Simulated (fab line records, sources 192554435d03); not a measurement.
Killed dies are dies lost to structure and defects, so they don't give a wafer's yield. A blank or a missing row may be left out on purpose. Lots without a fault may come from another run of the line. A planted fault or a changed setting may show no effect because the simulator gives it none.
Chamber matching | flow n5_finfet | N5_DUMMY_REMOVAL_STRIP_10 on rie_diel-03: 4 sister chambers
The step strips in N2/H2, time 40 s. 4 wafers are shown with their chamber, then 9 later ones without.

WAFERS WITH THEIR CHAMBER
wafer  | chamber | drypump_motor_current_A (A)
L078.2 | 0       | 6.0
L083.1 | 3       | 6.4
L083.4 | 2       | 5.3
L083.5 | 1       | 5.0

WAFERS WITHOUT THEIR CHAMBER
wafer  | drypump_motor_current_A (A)
L089.1 | 5.3
L089.2 | 6.0
L089.3 | 5.0
L092.1 | 5.1
L092.2 | 6.5
L092.4 | 6.5
L093.2 | 6.5
L093.3 | 5.3
L093.4 | 5.1

WHICH CHAMBER EACH WENT THROUGH
wafer  | from the rows above     | in truth
L089.1 | 2                       | 2
L089.2 | 0                       | 0
L089.3 | 1                       | 1
L092.1 | can't be placed: 1 or 2 | 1
L092.2 | 3                       | 3
L092.4 | 3                       | 3
L093.2 | 3                       | 3
L093.3 | 2                       | 2
L093.4 | can't be placed: 1 or 2 | 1
Placed correctly: 7 of 9. Can't be placed from these rows: 2 (the true chamber is among the candidates in 2). Placed wrongly: 0.
How it was worked out, from the rows above alone: a wafer's distance from a chamber is the root of the sum, over the readings, of the square of ((its reading less the chamber's mean) divided by the reading's scatter). The wafer belongs to the nearest chamber; if the next one is less than 2 further off, it can't be placed. A chamber's mean is the mean of its shown wafers. The scatter: with one shown wafer a chamber, the root of the mean of the squares of how far each hidden wafer lies from its nearest shown one.
